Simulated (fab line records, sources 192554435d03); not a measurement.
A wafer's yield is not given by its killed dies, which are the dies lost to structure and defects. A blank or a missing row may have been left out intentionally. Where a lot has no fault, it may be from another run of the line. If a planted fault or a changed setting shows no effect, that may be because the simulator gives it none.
One fault seen from 3 desks / flow n5-finfet / numbers are kept per desk, each desk with only its own; the story behind them comes last

== TOOL OWNER'S DESK, cmp-04 ==
The tool's own readings at N5_BEOL_M12_CMP_49 (polishes, stops on SiOC, t overpolish 20.6 s, target thk 320 nm): means of the sampled wafers that have a number, for each lot that ran on this tool. A lot is out of limits, marked OUT, if its mean lies more than 4 standard deviations from the usual mean; the brackets give that distance.
Columns: A = barrier-field-endpoint-s at N5_BEOL_M12_CMP_49, usual 30.6 s; B = clearing-platen-down-force-psi at N5_BEOL_M12_CMP_49, usual 1.500 psi; C = motor-current-A at N5_BEOL_M12_CMP_49, usual 6.2 A; D = overpolish-run-s at N5_BEOL_M12_CMP_49, usual 20.599 s; E = pad-life-wafers at N5_BEOL_M12_CMP_49, usual 902
lot=L800; first seen here=day 12 19:12; A=31.3; B=1.497; C=6.6; D=20.597; E=306
lot=L802; first seen here=day 13 08:10; A=31.1; B=1.497; C=6.7; D=20.599; E=386
lot=L801; first seen here=day 13 13:26; A=29.5; B=1.501; C=6.2; D=20.599; E=432
lot=L805; first seen here=day 14 15:37; A=30.5; B=1.502; C=6.2; D=20.598; E=596
lot=L808; first seen here=day 16 22:43; A=30.6; B=1.501; C=6.4; D=20.607; E=961
lot=L820; first seen here=day 19 11:23; A=30.4; B=1.501; C=6.1; D=20.607; E=1461
lot=L818; first seen here=day 21 00:31; A=40.7 (+14) OUT; B=1.498; C=6.5; D=15.607 (-99 or more) OUT; E=1754
This desk finds L818 out of limits, L818 being first, at day 21 00:31 (barrier-field-endpoint-s at N5_BEOL_M12_CMP_49). Within limits: L800, L802, L801, L805, L808, L820.

== THE DEFECT DESK ==
Per lot, the means of the sampled wafers with a number show what the inspections along the route counted. A lot is out of limits, marked OUT, if its mean lies more than 4 standard deviations from the usual mean; the brackets give that distance.
Columns: A = raw-defect-count at N5_BEOL_M12_INSPECT_55, usual 67
lot=L800; first seen here=day 12 19:40; A=53
lot=L802; first seen here=day 13 08:32; A=60
lot=L801; first seen here=day 13 13:54; A=44
lot=L805; first seen here=day 14 16:02; A=97
lot=L808; first seen here=day 16 23:10; A=65
lot=L809; first seen here=day 17 05:08; A=62
lot=L820; first seen here=day 19 11:43; A=59
lot=L821; first seen here=day 20 19:55; A=80
lot=L818; first seen here=day 21 00:53; A=1704 (+71) OUT
This desk finds L818 out of limits, L818 being first, at day 21 00:53 (raw-defect-count at N5_BEOL_M12_INSPECT_55). Within limits: L800, L802, L801, L805, L808, L809, L820, L821.

== AT THE METROLOGY DESK ==
Lot by lot, what the gauges showed, no matter which tool ran the lot: averages of those sampled wafers that carry a number. A lot is out of limits, marked OUT, if its mean lies more than 4 standard deviations from the usual mean; the brackets give that distance. Of its 11 readings 7 are shown: the one that was out of limits first, and those that lie furthest out on some lot.
Columns: A = DIBL_N at N5_BEOL_M4_RC_MEAS_101, usual 36.3 mV/V; B = IOFF_P at N5_BEOL_M4_RC_MEAS_101, usual 0.211 nA/um; C = ION_P at N5_BEOL_M4_RC_MEAS_101, usual 462 uA/um; D = SS_P at N5_BEOL_M4_RC_MEAS_101, usual 73.3 mV/dec; E = VT_N at N5_BEOL_M4_RC_MEAS_101, usual 249.9 mV; F = VT_P at N5_BEOL_M4_RC_MEAS_101, usual -249.8 mV; G = M12_THK at N5_BEOL_M12_THK_MEAS_50, usual 314 nm
lot=L800; first seen here=day 9 18:11; A=36.8; B=0.225; C=461; D=73.8; E=247.7; F=-249.3; G=314
lot=L802; first seen here=day 10 03:50; A=35.6; B=0.220; C=463; D=72.5; E=252.1; F=-248.3; G=315
lot=L801; first seen here=day 10 12:52; A=35.4; B=0.175; C=454; D=73.4; E=249.8; F=-253.2; G=313
lot=L805; first seen here=day 11 17:12; A=37.6; B=0.201; C=455; D=73.1; E=248.8; F=-253.1; G=312
lot=L808; first seen here=day 13 23:12; A=35.6; B=0.162; C=454; D=72.9; E=253.3; F=-255.2; G=316
lot=L809; first seen here=day 14 10:34; A=37.5; B=0.213; C=465; D=73.2; E=249.3; F=-249.5; G=312
lot=L820; first seen here=day 16 08:40; A=34.7; B=0.236; C=469; D=73.0; E=249.5; F=-246.8; G=314
lot=L818; first seen here=day 17 07:20; A=36.5; B=0.212; C=466; D=72.9; E=249.4; F=-248.8; G=398 (+18) OUT
lot=L821; first seen here=day 17 17:07; A=36.0; B=0.205; C=460; D=73.2; E=249.1; F=-249.5; G=316
This desk finds L818 out of limits, with the earliest case on L818 at day 21 00:44 (M12_THK at N5_BEOL_M12_THK_MEAS_50). Within limits: L800, L802, L801, L805, L808, L809, L820, L821.

== PUT TOGETHER ==
An alarm could have come from the tool owner's desk at day 21 00:31, on L818.
On L818, the metrology desk was in a position to raise an alarm at day 21 00:44.
The defect desk could have raised an alarm at day 21 00:53, on L818.
N5_BEOL_M12_CMP_49 was run on cmp-04 by each of the lots named.

== WHAT THE SIMULATOR HAD PUT IN ==
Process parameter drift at N5_BEOL_M12_CMP_49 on cmp-04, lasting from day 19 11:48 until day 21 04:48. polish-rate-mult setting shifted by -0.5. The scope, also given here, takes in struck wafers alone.
Shown lots that were struck: L818.
Hours from the fault's start to each desk's first reading out of limits: the tool owner's desk, 37; the metrology desk, 37; the defect desk, 37.
